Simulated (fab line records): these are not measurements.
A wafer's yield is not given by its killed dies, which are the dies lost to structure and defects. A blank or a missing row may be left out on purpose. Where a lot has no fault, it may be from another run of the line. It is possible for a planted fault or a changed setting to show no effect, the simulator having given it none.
Chamber matching	flow n5_finfet	4 sister chambers for N5_BEOL_M0_SAQP_CUT_ETCH_46 on rie_diel-02
The step etches SOC in N2/H2, target depth 135 nm, overetch 27 nm, time 202.5 s. 14 wafers are shown with their chamber, then 7 later ones without.

WAFERS, EACH WITH ITS CHAMBER
wafer	chamber	throttle_valve_pct (%)	showerhead_plenum_p_Torr (Torr)	drypump_motor_current_A (A)
L082.1	1	18.16	2.46	6.0
L082.3	0	18.00	2.52	5.7
L082.6	1	18.17	2.46	6.1
L084.2	0	18.02	2.51	5.8
L084.5	0	17.99	2.51	5.8
L084.6	3	17.73	2.51	5.8
L085.1	0	18.00	2.51	5.7
L085.4	1	18.18	2.46	6.1
L085.5	3	17.73	2.51	5.8
L087.1	2	17.94	2.64	6.3
L087.3	1	18.18	2.45	6.1
L087.5	1	18.18	2.45	6.1
L090.2	3	17.74	2.51	5.8
L090.3	2	17.94	2.63	6.3

SIGNATURES, as means of the wafers listed above
reading	chamber 0	chamber 1	chamber 2	chamber 3	scatter within a chamber
throttle_valve_pct	18.0025	18.1740	17.9400	17.7333	0.00928
showerhead_plenum_p_Torr	2.5125	2.4560	2.6350	2.5100	0.00495
drypump_motor_current_A	5.750	6.080	6.300	5.800	0.0424
Rule: a wafer lies at a distance from a chamber equal to the root of the sum of squares, over the readings, of (its reading less the chamber's mean, divided by the reading's scatter). If the next closest chamber is less than 2 further off than the closest, the wafer can't be placed; otherwise it belongs to the closest. The scatter: take each reading less its chamber's mean, square it, sum over the shown wafers, divide by the number of wafers less the number of chambers, and take the root.

WAFERS WHOSE CHAMBER IS MISSING
wafer	throttle_valve_pct (%)	showerhead_plenum_p_Torr (Torr)	drypump_motor_current_A (A)
L090.4	18.02	2.51	5.8
L094.2	18.02	2.51	5.8
L094.3	18.20	2.45	6.0
L094.4	17.75	2.50	5.9
L095.1	18.20	2.45	6.0
L095.4	18.03	2.51	5.8
L095.5	17.97	2.63	6.3

WHICH CHAMBER EACH ONE RAN IN
wafer	from the rows above	in truth
L090.4	0	0
L094.2	0	0
L094.3	1	1
L094.4	3	3
L095.1	1	1
L095.4	0	0
L095.5	2	2
Correctly placed: 7 of 7. From these rows, 0 cannot be placed. Placed wrongly: 0.
